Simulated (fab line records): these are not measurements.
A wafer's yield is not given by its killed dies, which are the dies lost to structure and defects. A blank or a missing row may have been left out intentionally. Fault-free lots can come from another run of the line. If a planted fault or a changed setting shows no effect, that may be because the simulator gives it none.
Chamber matching / flow nand-harc / 4 sister chambers for NHARC_P_CONTACT_ALD_22 on ald-metal-01
The step deposits TiN, target thk 3 nm, pulse time 1 s, ald cycles 150. 4 wafers are shown with their chamber, then 9 later ones without.

## WAFERS WITH THEIR CHAMBER
wafer=L084.5; chamber=2; heater-power-w (W)=1004
wafer=L088.1; chamber=1; heater-power-w (W)=1170
wafer=L088.3; chamber=3; heater-power-w (W)=1036
wafer=L088.4; chamber=0; heater-power-w (W)=1053

## WAFERS WITHOUT THEIR CHAMBER
wafer=L091.1; heater-power-w (W)=1054
wafer=L091.4; heater-power-w (W)=1048
wafer=L091.5; heater-power-w (W)=1028
wafer=L092.1; heater-power-w (W)=1064
wafer=L092.2; heater-power-w (W)=1019
wafer=L092.4; heater-power-w (W)=1172
wafer=L097.2; heater-power-w (W)=983
wafer=L097.3; heater-power-w (W)=1210
wafer=L097.5; heater-power-w (W)=1034

## WHICH CHAMBER EACH ONE RAN IN
wafer=L091.1; from the rows above=can't be placed: 0 or 3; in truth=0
wafer=L091.4; from the rows above=can't be placed: 0 or 3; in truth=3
wafer=L091.5; from the rows above=can't be placed: 3 or 2 or 0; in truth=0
wafer=L092.1; from the rows above=can't be placed: 0 or 3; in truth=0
wafer=L092.2; from the rows above=can't be placed: 2 or 3 or 0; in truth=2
wafer=L092.4; from the rows above=1; in truth=1
wafer=L097.2; from the rows above=can't be placed: 2 or 3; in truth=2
wafer=L097.3; from the rows above=1; in truth=1
wafer=L097.5; from the rows above=can't be placed: 3 or 0 or 2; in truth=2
Correctly placed: 2 of 9. Can't be placed from these rows: 7 (the true chamber is among the candidates in 7). Placed wrongly: 0.
How it was worked out, from the rows above alone: a wafer's distance from a chamber is the root of the sum, over the readings, of the square of ((its reading less the chamber's mean) divided by the reading's scatter). If the next closest chamber is less than 2 further off than the closest, the wafer can't be placed; otherwise it belongs to the closest. A chamber's mean is the mean of its shown wafers. The scatter: with one shown wafer a chamber, the root of the mean of the squares of how far each hidden wafer lies from its nearest shown one.
